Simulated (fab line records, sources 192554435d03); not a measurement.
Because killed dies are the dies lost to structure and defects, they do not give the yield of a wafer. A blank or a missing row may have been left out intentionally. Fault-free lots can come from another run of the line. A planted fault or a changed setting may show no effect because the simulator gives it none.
fab line records	flow n5-finfet
record lots=7	wafers=21
route steps=1938 shown GATE_CUT@480 BEOL_M0_SAQP@698 BEOL_M0_CUTY@705 BEOL_M0@715 BEOL_M1@758 BEOL_M2@887
start-h: hours from the record's first day to the start of the lot's first wafer shown	wait-h: time in hours since the lot's previous step	" as in the row above	L1.1+2: several wafers, shown together as one row	- value missing, or start not given	* or withheld: withheld	< > ~ a bound
route shown NAME@n: names a module that has steps shown in the file, with the first one's number in the route	usual: mean/standard deviation of fault-free wafers	same: alike in all rows	chamber/n: place in a boat	sites: each site's reading	_std_site: the standard deviation of these	_edge_site: outer sites' mean less inner sites'	radius-mm: for every site, how far away it sits from the centre of the wafer	mask NAME#n: copy n	behind: tool/chamber where the wafer was last shaped	hold: why the lot went on hold/how many hours it stayed there/how the hold came to an end	device: transistor that didn't switch, given as n, p or np	end of line: tests of these same wafers at the route's end	for a step that has no rows: nothing shown but its recipe	killed: not the wafer's yield, but the dies lost to structure and defects at the first sort	map: the dies of a wafer, with x for killed, . for not killed, _ for no die there
set.NAME: the setting that was run; set.NAME@STEP: the one run at that earlier step	model.NAME: the simulator's own value behind a step, which no gauge read
lots run with intentionally changed settings; tables by step, rows by wafer
## steps
# step N5_GATE_CUT_COAT_27
# recipe resist=underlayer	temp-c=205	time-s=60	spin-rpm=1500	resist-thk-nm=10
lot.wafer	tool	chamber	start-h	wait-h	set.spin-rpm	model.underlayer_of_GATE_CUT_COAT_27.thk-nm
L078.1+2+4	litho-track-04	0	-	-	1500	10
L079.4	litho-track-04	0	-	-	1500	10
L079.5+6	"	0	"	"	1420	10.2
L080.2+3+5	litho-track-03	0	-	-	1500	10
L081.1+2+3	litho-track-05	0	-	-	1500	10
L083.2	litho-track-03	0	-	-	1391	10.4
L083.3+4	"	0	"	"	1500	10
L084.1+2+4	litho-track-05	0	-	-	1500	10
L095.2+3	litho-track-03	0	-	-	1500	10
L095.5	"	0	"	"	1367	10.4
# step N5_GATE_CUT_COAT_07
# recipe resist=CAR-EUV	spin-rpm=1500	resist-thk-nm=30
lot.wafer	tool	chamber	start-h	wait-h	set.spin-rpm	model.CAR-EUV_of_GATE_CUT_COAT_07.thk-nm
L078.1+2	litho-track-04	0	-	-	1500	30
L078.4	"	0	"	"	1635	28.8
L079.4	litho-track-04	0	-	-	1500	30.2
L079.5+6	"	0	"	"	1500	30
L080.2+3+5	litho-track-03	0	-	-	1500	30
L081.1+2	litho-track-05	0	-	-	1500	30
L081.3	"	0	"	"	1360	31.6
L083.2+3	litho-track-03	0	-	-	1598	29
L083.4	"	0	"	"	1500	30
L084.1+2+4	litho-track-05	0	-	-	1500	30
L095.2+5	litho-track-03	0	-	-	1500	30
L095.3	"	0	"	"	1614	29
# step N5_GATE_CUT_EBR_09
# recipe solvent=PGMEA	ebr-width-mm=1.5
# step N5_GATE_CUT_SOFTBAKE_08
# recipe temp-c=110	time-s=60	resist=CAR-EUV
# step N5_GATE_CUT_EXPOSE_10
# recipe mask-id=GATE_CUT	na=0.33	source-shape=annular	sigma-inner=0.35	sigma-outer=0.8	polarization=unpolarized	target-cd-nm=20	dose-mj=43.25
# step N5_GATE_CUT_PEB_11
# recipe peb-temp-c=100	peb-time-s=60	resist=CAR-EUV
# step N5_GATE_CUT_DEVELOP_12
# recipe develop-time-s=30	developer=TMAH	resist=CAR-EUV	rinse-liquid=surfactant-rinse	dry=air-spin	dev-temp-c=23
lot.wafer	tool	chamber	start-h	wait-h	set.spin-rpm@GATE_CUT_COAT_07	model.CAR-EUV_of_GATE_CUT_COAT_07.thk-nm
L078.1+2	litho-track-04	0	-	-	1500	29.6
L078.4	"	0	"	"	1635	28.2
L079.4	litho-track-04	0	-	-	1500	29.8
L079.5+6	"	0	"	"	1500	29.6
L080.2+3+5	litho-track-03	0	-	-	1500	29.4
L081.1+2	litho-track-03	0	-	-	1500	29.6
L081.3	"	0	"	"	1360	31.2
L083.2	litho-track-04	0	-	-	1598	28.6
L083.3	"	0	"	"	1598	28.4
L083.4	"	0	"	"	1500	29.4
L084.1+2+4	litho-track-05	0	-	-	1500	29.6
L095.2	litho-track-05	0	-	-	1500	29.4
L095.3	"	0	"	"	1614	28.4
L095.5	"	0	"	"	1500	29.6
# step N5_GATE_CUT_DESCUM_18
# recipe chemistry=O2	time-s=7	source-power-w=50	bias-power-w=20	pressure-mtorr=20	rf-frequency-hz=2.712e+07	temp-c=40	resist=CAR-EUV	o2-flow-sccm=225
lot.wafer	tool	chamber	start-h	wait-h	set.spin-rpm@GATE_CUT_COAT_07	model.CAR-EUV_of_GATE_CUT_COAT_07.thk-nm
L078.1+2	rie-diel-05	0,1	108.94	0.1	1500	26
L078.4	"	1	"	"	1635	24.8
L079.4	rie-diel-06	1	115.01	0.2	1500	26.2
L079.5+6	"	0,3	"	"	1500	26
L080.2+3+5	rie-diel-05	0,2,1	120.30	0.0	1500	26
L081.1	rie-diel-05	3	131.70	0.5	1500	26.2
L081.2	"	0	"	"	1500	26
L081.3	"	2	"	"	1360	27.6
L083.2+3	rie-diel-05	3,1	136.55	0.0	1598	25
L083.4	"	0	"	"	1500	26
L084.1+2+4	rie-diel-06	3,0,3	143.03	0.0	1500	26
L095.2+5	rie-diel-06	0,1	213.07	0.1	1500	26
L095.3	"	2	"	"	1614	25
# step N5_GATE_CUT_ETCH_28
# recipe chemistry=N2/H2	target=underlayer	target-depth-a=130	mask-material=CAR-EUV	time-s=10.4	ion-energy-ev=200	pressure-mtorr=30	source-w=840	bias-w=150	n2-flow-sccm=200	h2-flow-sccm=200	ends=cleared
lot.wafer	tool	chamber	start-h	wait-h	set.spin-rpm@GATE_CUT_COAT_27	model.etch.depth-nm
L078.1+2	rie-diel-05	0,1	108.98	0.0	1500	10.04
L078.4	"	1	"	"	1500	10.01
L079.4	rie-diel-06	1	115.05	0.0	1500	10.01
L079.5	"	0	"	"	1420	10.3
L079.6	"	3	"	"	1420	10.26
L080.2	rie-diel-05	0	120.34	0.0	1500	9.965
L080.3+5	"	2,1	"	"	1500	10
L081.1+2	rie-diel-05	3,0	131.73	0.0	1500	10.03
L081.3	"	2	"	"	1500	10.06
L083.2	rie-diel-05	3	136.58	0.0	1391	10.33
L083.3	"	1	"	"	1500	9.951
L083.4	"	0	"	"	1500	9.946
L084.1	rie-diel-06	3	143.06	0.0	1500	9.996
L084.2	"	0	"	"	1500	10.02
L084.4	"	3	"	"	1500	9.984
L095.2	rie-diel-06	0	213.11	0.0	1500	9.981
L095.3	"	2	"	"	1500	9.978
L095.5	"	1	"	"	1367	10.46
# step N5_BEOL_M0_SAQP_ALD_48
# recipe material=SiO2	target-thk-a=200	temp-c=100	ald-precursor-family=BDEAS	ald-co-reactant=O2-plasma	pulse-time-s=1	co-reactant-pulse-time-s=1	purge-time-s=2	co-reactant-purge-time-s=2	ald-cycles=139	pressure-torr=2
lot.wafer	tool	chamber	start-h	wait-h	set.ald-cycles	model.SiO2_of_BEOL_M0_SAQP_ALD_48.thk-nm
L078.1+4	ald-sin-03	1,2	139.01	0.0	158	22.6
L078.2	"	0	"	"	158	22.8
L079.4	ald-sin-03	1	144.78	0.0	130	18.8
L079.5+6	"	1,0	"	"	139	20
L080.2+5	ald-sin-04	3,0	149.45	0.0	139	20.2
L080.3	"	0	"	"	161	23.2
L081.1	ald-sin-04	3	161.93	0.0	139	20
L081.2+3	"	2,0	"	"	128	18.4
L083.2+3	ald-sin-04	1,2	165.31	0.0	139	19.8
L083.4	"	0	"	"	139	20
L084.1+2+4	ald-sin-01	3,2,0	171.63	0.0	139	20
L095.2+3+5	ald-sin-01	0,3,3	241.78	0.7	139	20
# step N5_BEOL_M0_CUTY_EXPOSE_54
# recipe mask-id=M0_ABLK	na=1.35	source-shape=conventional	sigma-outer=0.8	polarization=unpolarized	dose-mj=36
lot.wafer	tool	chamber	start-h	wait-h	mask	set.dose-mj
L078.1+2	arfi-scanner-03	0	139.99	-	M0_ABLK#0	36.72
L078.4	"	0	"	"	M0_ABLK#0	36
L079.4+5	arfi-scanner-03	0	145.62	-	M0_ABLK#0	34.37
L079.6	"	0	"	"	M0_ABLK#0	36
L080.2+3+5	arfi-scanner-02	0	150.35	-	M0_ABLK#0	36
L081.1+2	arfi-scanner-03	0	162.70	-	M0_ABLK#0	38.64
L081.3	"	0	"	"	M0_ABLK#0	36
L083.2+4	arfi-scanner-03	0	166.09	-	M0_ABLK#0	33.77
L083.3	"	0	"	"	M0_ABLK#0	36
L084.1+2+4	arfi-scanner-03	0	172.41	-	M0_ABLK#0	36
L095.2+5	arfi-scanner-02	0	242.68	-	M0_ABLK#0	37.24
L095.3	"	0	"	"	M0_ABLK#0	36
# step N5_BEOL_M0_CUTY_PEB_55
# recipe peb-temp-c=110	peb-time-s=60	resist=CAR-ArF-block
# step N5_BEOL_M0_CUTY_DEVELOP_56
# recipe develop-time-s=30	developer=TMAH	resist=CAR-ArF-block	rinse-liquid=diw	dry=air-spin	dev-temp-c=23
# step N5_BEOL_M0_CUTY_CD_MEAS_57
# recipe target-cd-nm=200	landing-energy-ev=500	detector=se-inlens	polarity=line
# usual cd-nm=199.6/0.76
lot.wafer	tool	chamber	start-h	wait-h	set.dose-mj@BEOL_M0_CUTY_EXPOSE_54	cd-nm
L078.1	cd-sem-02	0	140.12	-	36.72	198.6
L078.2	"	0	"	"	36.72	196.8
L078.4	"	0	"	"	36	199.4
L079.4	cd-sem-02	0	145.73	-	34.37	203.9
L079.5	"	0	"	"	34.37	202.9
L079.6	"	0	"	"	36	200.0
L080.2	cd-sem-02	0	150.47	-	36	198.2
L080.3	"	0	"	"	36	198.6
L080.5	"	0	"	"	36	198.9
L081.1	cd-sem-01	0	162.82	-	38.64	196.0
L081.2	"	0	"	"	38.64	195.1
L081.3	"	0	"	"	36	199.7
L083.2	cd-sem-03	0	166.21	-	33.77	202.9
L083.3	"	0	"	"	36	199.8
L083.4	"	0	"	"	33.77	203.8
L084.1	cd-sem-03	0	172.53	-	36	199.8
L084.2	"	0	"	"	36	201.0
L084.4	"	0	"	"	36	198.6
L095.2	cd-sem-01	0	242.80	-	37.24	198.2
L095.3	"	0	"	"	36	199.8
L095.5	"	0	"	"	37.24	197.4
# step N5_BEOL_M0_CUTY_DESCUM_61
# recipe chemistry=O2	time-s=7.9	source-power-w=50	bias-power-w=20	pressure-mtorr=20	rf-frequency-hz=2.712e+07	temp-c=40	resist=CAR-ArF-block	o2-flow-sccm=225
# step N5_BEOL_M0_CUTY_ETCH_62
# recipe chemistry=CF4	target=SiARC	mask-material=CAR-ArF-block	time-s=58.5	ion-energy-ev=80	pressure-mtorr=40	source-w=545	bias-w=36	Ar_flow_sccm=100	cf4-flow-sccm=100	ends=cleared
lot.wafer	tool	chamber	start-h	wait-h	set.dose-mj@BEOL_M0_CUTY_EXPOSE_54	model.BEOL_M0_CUTY.cd-offset-nm
L078.1	rie-diel-03	0	140.24	0.0	36.72	-1.2
L078.2	"	3	"	"	36.72	-2.8
L078.4	"	2	"	"	36	-0.2
L079.4	rie-diel-02	3	145.85	0.0	34.37	4
L079.5	"	1	"	"	34.37	3.2
L079.6	"	0	"	"	36	0
L080.2	rie-diel-03	1	150.59	0.0	36	-1.8
L080.3	"	0	"	"	36	-1.2
L080.5	"	3	"	"	36	-1
L081.1	rie-diel-03	0	163.00	0.0	38.64	-4
L081.2	"	3	"	"	38.64	-4.8
L081.3	"	2	"	"	36	-0.6
L083.2	rie-diel-02	3	166.33	0.0	33.77	3.2
L083.3	"	0	"	"	36	0
L083.4	"	3	"	"	33.77	4
L084.1	rie-diel-03	3	174.14	0.0	36	0
L084.2	"	2	"	"	36	0.6
L084.4	"	1	"	"	36	-0.8
L095.2	rie-diel-02	3	243.26	0.0	37.24	-2
L095.3	"	0	"	"	36	-0.2
L095.5	"	0	"	"	37.24	-2.2
# step N5_BEOL_M0_CUTY_ETCH_63
# recipe chemistry=N2/H2	target=SOC	target-depth-a=827	overetch-a=165	mask-material=SiARC	temp-c=40	ion-energy-ev=200	time-s=124	pressure-mtorr=30	source-w=840	bias-w=150	n2-flow-sccm=200	h2-flow-sccm=200
lot.wafer	tool	chamber	start-h	wait-h	set.dose-mj@BEOL_M0_CUTY_EXPOSE_54	model.BEOL_M0_CUTY.cd-offset-nm
L078.1	rie-diel-03	0	140.29	0.0	36.72	-1.2
L078.2	"	3	"	"	36.72	-3
L078.4	"	2	"	"	36	-0.4
L079.4	rie-diel-02	3	145.90	0.0	34.37	4
L079.5	"	1	"	"	34.37	3.2
L079.6	"	0	"	"	36	0.2
L080.2	rie-diel-03	1	150.64	0.0	36	-1.8
L080.3+5	"	0,3	"	"	36	-1.2
L081.1	rie-diel-03	0	163.04	0.0	38.64	-3.8
L081.2	"	3	"	"	38.64	-4.8
L081.3	"	2	"	"	36	-0.6
L083.2	rie-diel-02	3	166.38	0.0	33.77	3.2
L083.3	"	0	"	"	36	0.2
L083.4	"	3	"	"	33.77	4
L084.1	rie-diel-03	3	174.19	0.0	36	-0.2
L084.2	"	2	"	"	36	0.4
L084.4	"	1	"	"	36	-1
L095.2	rie-diel-02	3	243.31	0.0	37.24	-2.4
L095.3	"	0	"	"	36	-0.2
L095.5	"	0	"	"	37.24	-2
# step N5_BEOL_M0_CUTY_STRIP_64
# recipe chemistry=N2/H2	temp-c=40	n2-flow-sccm=200	h2-flow-sccm=200	rf-frequency-hz=6e+07
# step N5_BEOL_M0_ETCH_138
# recipe chemistry=CH3F/O2	target-depth-a=120	target=SiCN	time-s=31.6	ion-energy-ev=120	pressure-mtorr=30	source-w=395	bias-w=75	Ar_flow_sccm=150	CH3F_flow_sccm=30	O2_flow_sccm=20	ends=cleared
# step N5_BEOL_M0_HM_OPEN_105
# recipe chemistry=Cl2/BCl3	target-depth-a=120	target=TiN	ion-energy-ev=150	pressure-mtorr=10	icp-w=1000	bias-w=126	Cl2_flow_sccm=53.25	bcl3-flow-sccm=21.75	Ar_flow_sccm=25
# step N5_BEOL_M0_STRIP_140
# recipe chemistry=CF4	resist=SiARC	power-w=300	bias-power-w=75	pressure-mtorr=50	cf4-flow-sccm=150	rf-frequency-hz=6e+07
lot.wafer	tool	chamber	start-h	wait-h	set.ald-cycles@BEOL_M0_SAQP_ALD_48	model.SiO2_of_BEOL_M0_SAQP_ALD_48.thk-nm
L078.1	rie-diel-04	2	144.09	0.1	158	12.8
L078.2+4	"	3,0	"	"	158	12.6
L079.4	rie-diel-02	3	147.44	0.3	130	10.6
L079.5	"	3	"	"	139	10.6
L079.6	"	0	"	"	139	11.4
L080.2	rie-diel-02	2	151.09	0.2	139	11.2
L080.3	"	1	"	"	161	13.4
L080.5	"	1	"	"	139	11.8
L081.1	rie-diel-03	0	167.14	0.4	139	11.8
L081.2	"	1	"	"	128	10.2
L081.3	"	3	"	"	128	10
L083.2+3+4	rie-diel-02	3,0,2	167.17	0.4	139	11.4
L084.1	rie-diel-02	0	175.16	0.2	139	11.6
L084.2	"	2	"	"	139	10.8
L084.4	"	3	"	"	139	11.4
L095.2	rie-diel-04	3	243.88	0.3	139	11.6
L095.3	"	2	"	"	139	11
L095.5	"	2	"	"	139	11.2
# step N5_BEOL_M1_COAT_05
# recipe resist=CAR-EUV	spin-rpm=1500	resist-thk-nm=30
lot.wafer	tool	chamber	start-h	wait-h	set.spin-rpm	model.CAR-EUV_of_BEOL_M1_COAT_05.thk-nm
L078.1+4	litho-track-01	0	-	-	1440	30.8
L078.2	"	0	"	"	1500	30
L079.4+5+6	litho-track-02	0	-	-	1336	31.8
L080.2	litho-track-02	0	-	-	1622	28.8
L080.3+5	"	0	"	"	1500	30
L081.1+3	litho-track-01	0	-	-	1449	30.6
L081.2	"	0	"	"	1500	30
L083.2	litho-track-02	0	-	-	1500	30
L083.3	"	0	"	"	1335	31.8
L083.4	"	0	"	"	1335	32
L084.1+2	litho-track-02	0	-	-	1500	30
L084.4	"	0	"	"	1500	30.2
L095.2	litho-track-02	0	-	-	1409	31
L095.3+5	"	0	"	"	1500	30
# step N5_BEOL_M1_EXPOSE_08
# recipe mask-id=M1	na=0.33	source-shape=dipole	sigma-inner=0.369	sigma-outer=0.767	polarization=unpolarized	dose-mj=33
lot.wafer	tool	chamber	start-h	wait-h	mask	set.dose-mj
L078.1+2+4	euv-scanner-01	0	150.60	-	M1#0	33
L079.4+6	euv-scanner-01	0	153.07	-	M1#0	33
L079.5	"	0	"	"	M1#0	34.76
L080.2+3+5	euv-scanner-01	0	156.10	-	M1#0	33
L081.1+2	euv-scanner-02	0	172.93	-	M1#0	33
L081.3	"	0	"	"	M1#0	32.26
L083.2+3+4	euv-scanner-01	0	173.16	-	M1#0	33
L084.1+2+4	euv-scanner-02	0	181.63	-	M1#0	33
L095.2+3+5	euv-scanner-01	0	248.22	-	M1#0	33
# step N5_BEOL_M1_PEB_09
# recipe peb-temp-c=100	peb-time-s=60	resist=CAR-EUV
# step N5_BEOL_M1_DEVELOP_10
# recipe develop-time-s=30	developer=TMAH	resist=CAR-EUV	rinse-liquid=surfactant-rinse	dry=air-spin	dev-temp-c=23
lot.wafer	tool	chamber	start-h	wait-h	set.spin-rpm@BEOL_M1_COAT_05	model.CAR-EUV_of_BEOL_M1_COAT_05.thk-nm
L078.1+4	litho-track-01	0	-	-	1440	30.2
L078.2	"	0	"	"	1500	29.6
L079.4+5+6	litho-track-05	0	-	-	1336	31.4
L080.2	litho-track-01	0	-	-	1622	28.4
L080.3+5	"	0	"	"	1500	29.6
L081.1	litho-track-05	0	-	-	1449	30.2
L081.2	"	0	"	"	1500	29.6
L081.3	"	0	"	"	1449	30
L083.2	litho-track-02	0	-	-	1500	29.6
L083.3+4	"	0	"	"	1335	31.4
L084.1+2	litho-track-02	0	-	-	1500	29.6
L084.4	"	0	"	"	1500	29.8
L095.2	litho-track-01	0	-	-	1409	30.4
L095.3+5	"	0	"	"	1500	29.6
# step N5_BEOL_M1_DESCUM_16
# recipe chemistry=O2	time-s=7	source-power-w=50	bias-power-w=20	pressure-mtorr=20	rf-frequency-hz=2.712e+07	temp-c=40	resist=CAR-EUV	o2-flow-sccm=225
# step N5_BEOL_M1_ETCH_74
# recipe chemistry=N2/H2	target=underlayer	target-depth-a=65	mask-material=CAR-EUV	time-s=5.2	ion-energy-ev=200	pressure-mtorr=30	source-w=840	bias-w=150	n2-flow-sccm=200	h2-flow-sccm=200	ends=cleared
lot.wafer	tool	chamber	start-h	wait-h	set.spin-rpm@BEOL_M1_COAT_05	set.dose-mj@BEOL_M1_EXPOSE_08	model.CAR-EUV_of_BEOL_M1_COAT_05.thk-nm	model.BEOL_M1.cd-offset-nm
L078.1+4	rie-diel-01	2,0	150.88	0.0	1440	33	21.2	0.2
L078.2	"	1	"	"	1500	33	20.4	0
L079.4	rie-diel-01	0	153.34	0.0	1336	33	22.2	0.4
L079.5	"	0	"	"	1336	34.76	22.2	1.4
L079.6	"	3	"	"	1336	33	22.2	0.2
L080.2	rie-diel-05	0	156.38	0.0	1622	33	19.2	0.6
L080.3+5	"	2	"	"	1500	33	20.4	0.2
L081.1	rie-diel-01	0	173.31	0.0	1449	33	21	0.2
L081.2	"	2	"	"	1500	33	20.4	0
L081.3	"	1	"	"	1449	32.26	20.8	-0.6
L083.2	rie-diel-05	0	173.43	0.0	1500	33	20.4	0
L083.3+4	"	1	"	"	1335	33	22.2	0
L084.1	rie-diel-05	3	181.92	0.0	1500	33	20.4	-0.2
L084.2	"	2	"	"	1500	33	20.4	0
L084.4	"	1	"	"	1500	33	20.4	0.2
L095.2	rie-diel-05	2	248.74	0.0	1409	33	21.2	0.2
L095.3	"	1	"	"	1500	33	20.4	0.4
L095.5	"	2	"	"	1500	33	20.4	0.6
# step N5_BEOL_M2_VIA_ETCH_34
# recipe chemistry=C4F6/O2	target-depth-a=694	mask-material=SOC	pressure-mtorr=15	ion-energy-ev=250	taper-deg=4	time-s=65.9	source-w=350	bias-w=170	Ar_flow_sccm=300	C4F6_flow_sccm=10	O2_flow_sccm=10
lot.wafer	tool	chamber	start-h	wait-h	set.time-s	model.etch.depth-nm	model.SOC_of_BEOL_M2_COAT_67.thk-nm
L078.1	rie-diel-02	2	162.44	0.0	56.76	62.46	52.8
L078.2	"	3	"	"	56.76	59.76	53.2
L078.4	"	0	"	"	65.9	69.13	52.4
L079.4	rie-diel-03	0	167.84	0.0	79.12	82.87	50.6
L079.5	"	0	"	"	79.12	82.46	50.6
L079.6	"	1	"	"	65.9	68.2	52.2
L080.2	rie-diel-03	2	172.74	0.0	65.9	67.04	51.8
L080.3	"	1	"	"	65.9	68.21	52
L080.5	"	2	"	"	65.9	66.85	51.8
L081.1	rie-diel-03	1	184.85	0.0	65.9	67.91	52.2
L081.2	"	0	"	"	65.9	68.63	52
L081.3	"	3	"	"	65.9	68.67	52
L083.2	rie-diel-02	1	184.93	0.0	65.9	69.42	52
L083.3	"	2	"	"	65.9	72.17	51.6
L083.4	"	0	"	"	58.51	61.4	52.8
L084.1	rie-diel-03	0	194.59	0.0	65.9	68.56	51.8
L084.2	"	3	"	"	65.9	68.63	51.6
L084.4	"	1	"	"	65.9	67.78	51.8
L095.2	rie-diel-03	0	259.26	0.0	65.9	70.01	51.8
L095.3	"	2	"	"	60.39	60.76	52.6
L095.5	"	1	"	"	65.9	67.34	52
## key
split step=N5_GATE_CUT_COAT_27	setting=spin-rpm	stated=1500	by=wafer
response step=N5_GATE_CUT_COAT_27	reading=model.underlayer_of_GATE_CUT_COAT_27.thk-nm	change=-0.047	per=1%	r=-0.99
response step=N5_GATE_CUT_ETCH_28	reading=model.etch.depth-nm	change=-0.053	per=1%	r=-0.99
split step=N5_GATE_CUT_COAT_07	setting=spin-rpm	stated=1500	by=wafer
response step=N5_GATE_CUT_COAT_07	reading=model.CAR-EUV_of_GATE_CUT_COAT_07.thk-nm	change=-0.148	per=1%	r=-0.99
response step=N5_GATE_CUT_DEVELOP_12	reading=model.CAR-EUV_of_GATE_CUT_COAT_07.thk-nm	change=-0.156	per=1%	r=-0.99
response step=N5_GATE_CUT_DESCUM_18	reading=model.CAR-EUV_of_GATE_CUT_COAT_07.thk-nm	change=-0.145	per=1%	r=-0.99
split step=N5_BEOL_M0_SAQP_ALD_48	setting=ald-cycles	stated=139	by=wafer
response step=N5_BEOL_M0_SAQP_ALD_48	reading=model.SiO2_of_BEOL_M0_SAQP_ALD_48.thk-nm	change=+0.191	per=1%	r=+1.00
response step=N5_BEOL_M0_STRIP_140	reading=model.SiO2_of_BEOL_M0_SAQP_ALD_48.thk-nm	change=+0.13	per=1%	r=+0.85
split step=N5_BEOL_M0_CUTY_EXPOSE_54	setting=dose-mj	stated=36	by=wafer
response step=N5_BEOL_M0_CUTY_CD_MEAS_57	reading=cd-nm	change=-0.611	per=1%	r=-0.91
response step=N5_BEOL_M0_CUTY_ETCH_62	reading=model.BEOL_M0_CUTY.cd-offset-nm	change=-0.596	per=1%	r=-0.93
response step=N5_BEOL_M0_CUTY_ETCH_63	reading=model.BEOL_M0_CUTY.cd-offset-nm	change=-0.575	per=1%	r=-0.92
split step=N5_BEOL_M1_COAT_05	setting=spin-rpm	stated=1500	by=wafer
response step=N5_BEOL_M1_COAT_05	reading=model.CAR-EUV_of_BEOL_M1_COAT_05.thk-nm	change=-0.167	per=1%	r=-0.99
response step=N5_BEOL_M1_DEVELOP_10	reading=model.CAR-EUV_of_BEOL_M1_COAT_05.thk-nm	change=-0.153	per=1%	r=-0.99
response step=N5_BEOL_M1_ETCH_74	reading=model.CAR-EUV_of_BEOL_M1_COAT_05.thk-nm	change=-0.156	per=1%	r=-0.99
split step=N5_BEOL_M1_EXPOSE_08	setting=dose-mj	stated=33	by=wafer
response step=N5_BEOL_M1_ETCH_74	reading=model.BEOL_M1.cd-offset-nm	change=+0.222	per=1%	r=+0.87
split step=N5_BEOL_M2_VIA_ETCH_34	setting=time-s	stated=65.9	by=wafer
response step=N5_BEOL_M2_VIA_ETCH_34	reading=model.etch.depth-nm	change=+0.725	per=1%	r=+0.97
response step=N5_BEOL_M2_VIA_ETCH_34	reading=model.SOC_of_BEOL_M2_COAT_67.thk-nm	change=-0.0727	per=1%	r=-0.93
